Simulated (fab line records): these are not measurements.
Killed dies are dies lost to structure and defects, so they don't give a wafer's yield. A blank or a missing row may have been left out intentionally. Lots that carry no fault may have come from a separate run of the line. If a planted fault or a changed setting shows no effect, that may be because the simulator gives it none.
Which tool was responsible?	flow n5Finfet	11 lots, 33 wafers sampled, at 6 steps of a route of 1938

WHAT THE GAUGES READ, wafer by wafer
N5_BEOL_M1_THK_MEAS_01.
lot	measured	on	M1_ILD_THK (nm)
L075	day 6 11:32	filmMetro-01	78.4 77.1 78.9
L077	day 7 02:17	filmMetro-01	77.7 79.2 79.6
L080	day 7 09:40	filmMetro-01	79.4 79.9 80.6
L082	day 8 00:53	filmMetro-02	78.2 78.6 80.4
L084	day 8 11:38	filmMetro-01	79.4 79.0 79.4
L086	day 9 03:49	filmMetro-01	78.4 78.5 79.3
L088	day 9 19:22	filmMetro-01	79.6 78.7 80.7
L090	day 10 04:58	filmMetro-02	79.3 79.2 81.1
L092	day 10 16:29	filmMetro-01	78.0 78.9 79.5
L094	day 11 07:57	filmMetro-02	79.1 78.3 80.0
L097	day 11 23:13	filmMetro-02	79.2 77.1 80.2

EACH LOT AND THE TOOL THAT RAN IT (in order: tool; ch and the chambers of the sampled wafers; start)
lot	N5_BEOL_M0_CUTY_ETCH_62	N5_BEOL_M0_HM_OPEN_105	N5_BEOL_M0_STRIP_104	N5_BEOL_M0_TRENCH_ETCH_107	N5_BEOL_M1_ILD_DEP_00
L075	rieDiel-05 ch 0,2,3, day 6 05:44	rieMetal-02 ch 0,1, day 6 06:14	rieDiel-05 ch 0,1,3, day 6 06:26	rieDiel-03 ch 1,3, day 6 06:51	pecvd-02 ch 0,2, day 6 11:28
L077	rieDiel-03 ch 0,1,2, day 6 20:15	rieMetal-01 ch 0,1, day 6 22:25	rieDiel-03 ch 0,3, day 6 22:36	rieDiel-04 ch 0,1,3, day 6 23:05	pecvd-03 ch 0,1,2, day 7 02:13
L080	rieDiel-04 ch 0,2, day 7 05:23	rieMetal-01 ch 0,1, day 7 05:44	rieDiel-03 ch 0,1,3, day 7 05:57	rieDiel-03 ch 0,1,3, day 7 06:11	pecvd-03 ch 0,1, day 7 09:36
L082	rieDiel-04 ch 0,2, day 7 18:19	rieMetal-01 ch 0,1, day 7 20:25	rieDiel-05 ch 0,2,3, day 7 20:43	rieDiel-03 ch 0,2,3, day 7 21:45	pecvd-02 ch 1,2, day 8 00:50
L084	rieDiel-04 ch 0,1,2, day 8 07:05	rieMetal-03 ch 0,1, day 8 07:37	rieDiel-05 ch 0,2,3, day 8 07:50	rieDiel-03 ch 0,2,3, day 8 08:01	pecvd-03 ch 0,1,2, day 8 11:34
L086	rieDiel-04 ch 0,1,3, day 9 00:00	rieMetal-01 ch 0,1, day 9 00:34	rieDiel-03 ch 0,2,3, day 9 00:45	rieDiel-03 ch 1,2,3, day 9 00:55	pecvd-04 ch 0,1, day 9 03:45
L088	rieDiel-04 ch 1,3, day 9 10:25	rieMetal-03 ch 0,1, day 9 15:01	rieDiel-04 ch 0,1, day 9 15:13	rieDiel-05 ch 0,1,3, day 9 15:26	pecvd-03 ch 0,2, day 9 19:18
L090	rieDiel-05 ch 0,1, day 9 21:14	rieMetal-02 ch 0, day 9 23:48	rieDiel-04 ch 0,1, day 9 23:59	rieDiel-03 ch 0,1,3, day 10 00:10	pecvd-03 ch 1,2, day 10 04:54
L092	rieDiel-03 ch 0,1,2, day 10 11:35	rieMetal-01 ch 1, day 10 12:07	rieDiel-05 ch 1,2, day 10 12:19	rieDiel-03 ch 0,1,3, day 10 12:29	pecvd-04 ch 1,2, day 10 16:25
L094	rieDiel-03 ch 0,2,3, day 11 00:20	rieMetal-03 ch 0,1, day 11 03:43	rieDiel-05 ch 0,1, day 11 03:55	rieDiel-03 ch 0,3, day 11 04:05	pecvd-04 ch 0,1,2, day 11 07:53
L097	rieDiel-03 ch 1,2,3, day 11 15:22	rieMetal-01 ch 0, day 11 18:29	rieDiel-05 ch 0,1,3, day 11 18:50	rieDiel-03 ch 0,2,3, day 11 18:59	pecvd-02 ch 0,2, day 11 23:09
- N5_BEOL_M0_CUTY_ETCH_62: etches SiARC in CF4, time 58.5 s.
- N5_BEOL_M0_HM_OPEN_105: chemistry Cl2/BCl3, target TiN, target depth 12 nm.
- N5_BEOL_M0_STRIP_104: strips in N2/H2.
- N5_BEOL_M0_TRENCH_ETCH_107: etches SiOC in C4F6/O2, target depth 32.8 nm, time 16.4 s.
- N5_BEOL_M1_ILD_DEP_00: deposits SiOC from DEMS/O2, target thk 79 nm, time 15.3 s.

THE ANSWER, worked out from the rows above alone
Rule: what is usual is taken from the lots themselves. The widest of any qualifying gaps counts: lots, ordered by their means at a reading, are off when they make up no more than a third of the lots, leave a main group of 4 or more, and stand apart from it by 3 or more times the standard deviation of that group's means. Not used: any main group whose means are identical at the precision the tables above print for the reading. A lot without any number at a reading at which 4 lots or more have one is off too. All remaining lots with rows at the step are treated as sound.
No lot is off on any of the readings shown, so nothing can be concluded from this.

WHAT THE SIMULATOR PUT IN
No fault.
